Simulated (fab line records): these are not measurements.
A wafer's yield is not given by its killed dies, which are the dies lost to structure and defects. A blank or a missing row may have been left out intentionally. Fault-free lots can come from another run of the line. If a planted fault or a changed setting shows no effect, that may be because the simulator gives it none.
Comparing a struck lot with a sound one + flow nandHarc + 15 steps out of a route of 1159
Sound: these wafers, L624.1, L624.3, L624.4. The struck wafers were L620.1, L620.4, L620.5. The cause is given at the end.
Order at every step that has rows: each side's tool, ch and its chambers, its first start. Under that, the readings that differ: sound wafers + struck wafers + difference of the means + sigmas: that difference in standard deviations of wafers without a fault.
alike: readings whose means differ by less than 2 such deviations, and words and numbers that are the same on both sides. not compared: withheld readings, readings that some wafer has no value for, bounds like >300 that may hide the same value, and numbers for which the record gives no deviation and whose values overlap.
The two part at a step that has a row with sigmas, a row that says differs or no value, or rows on one side only. Numbers that don't overlap but have no deviation are shown without sigmas and don't part them. A reading missing from all wafers of one side parts the sides only when that side holds two or more wafers.

first, 4 steps without rows for these wafers: NHARC_A_M0_EBR_05; NHARC_A_M0_EXPOSE_06 (exposes mask A M0, target cd 80 nm); NHARC_A_M0_PEB_07 (peb time 65 s); NHARC_A_M0_DEVELOP_08 (develop time 35 s).
NHARC_A_M0_CD_MEAS_09 targets a cd of 80 nm.
  sound on cdSem-03 ch 0, day 21 22:34; struck on cdSem-01 ch 0, day 20 22:59
  alike: cdNm
NHARC_A_M0_OVL_MEAS_10: pitch 160 nm.
  sound on overlay-01, day 21 22:39; struck on overlay-01, day 20 23:04
  alike: overlayXNm, overlayYNm
NHARC_A_M0_INSPECT_11:
  sound on defectInspect-01, day 21 22:41; struck on defectInspect-02, day 20 23:07
| reading        | sound    | struck   | difference | sigmas |
|----------------|----------|----------|------------|--------|
| rawDefectCount | 46 33 42 | 13 16 16 | -25        | -2     |
NHARC_A_M0_DESCUM_14: chemistry O2, time 3 s.
  sound on rieDiel-01 ch 0,2,3, day 21 22:46; struck on rieDiel-01 ch 0,1, day 20 23:10
  alike: drypumpMotorCurrentA, oesProductAu, rfVppV, showerheadPlenumPTorr, throttleValvePct
  not compared: rfHoursCounterH
NHARC_A_M0_ETCH_34: etches the open film in N2/H2, target depth 40 nm, overetch 12 nm, time 43.94 s.
  sound on rieDiel-01 ch 1,2,3, day 21 22:50; struck on rieDiel-01 ch 0,1,2, day 20 23:16
  alike: drypumpMotorCurrentA, oesProductAu, rfVppV, showerheadPlenumPTorr, throttleValvePct
  not compared: rfHoursCounterH
NHARC_A_M0_ETCH_15: etches the open film in C4F8/Ar, target depth 150 nm, overetch 15 nm, time 82.5 s.
  sound: rieDiel-01 ch 0,1,2; struck: rieDiel-01 ch 0,1,2
  alike: oesProductAu, rfVppV
  not compared: rfHoursCounterH
NHARC_A_M0_CD_MEAS_16:
  sound on cdSem-01, day 21 23:03; struck on cdSem-03, day 20 23:28
  alike: cdNm
NHARC_A_M0_STRIP_18: strips in N2/H2.
  sound on rieDiel-09 ch 0,1,3, day 21 23:07; struck on rieDiel-05 ch 0,1,3, day 20 23:32
  alike: chamberPressureMTorr, drypumpMotorCurrentA, oesProductAu, rfVppV, showerheadPlenumPTorr, throttleValvePct
  not compared: rfHoursCounterH
NHARC_A_M0_STRIP_19: strips in post etch residue remover, time 600 s.
  sound on wetBench-02 ch 1,4,5, day 21 23:24; struck on wetBench-02 ch 2,3,6, day 20 23:50
  no value came back on the struck wafers for bathHeatDutyPct (%), runLengthS (s); on the sound wafers bathHeatDutyPct (%) reads 13.3 13.3 13.1
NHARC_A_M0_DEGAS_28: time 60 s.
  sound on pvdSputter-02, day 21 23:46; struck on pvdSputter-01, day 21 00:07
  alike: heaterPowerW
-- jump in the record: it breaks off in module A_M0 and resumes in module END (first step shown: number 1159 of the route), and 2 days separate the struck wafers' starts before and after --
NHARC_END_SORT_01:
  sound on prober-01 ch 0, day 23 21:11; struck on prober-02 ch 0, day 23 00:36
  alike: defectLimitedYield, killedAtArray, killedAtOther, killedAtPeriphery, killedDies, killedOpen, killedShort, sort_bin_2_pct, sort_bin_3_pct, sort_bin_4_pct, sortNPass, sortRimYieldPct, sortYieldPct

## WHERE THEY PART
Last at NHARC_A_M0_STRIP_19 as far as this record goes, first at NHARC_A_M0_INSPECT_11. Later steps at which nothing parts them and some readings are alike: NHARC_A_M0_DEGAS_28, NHARC_END_SORT_01.

WHY: whatever the simulator had introduced
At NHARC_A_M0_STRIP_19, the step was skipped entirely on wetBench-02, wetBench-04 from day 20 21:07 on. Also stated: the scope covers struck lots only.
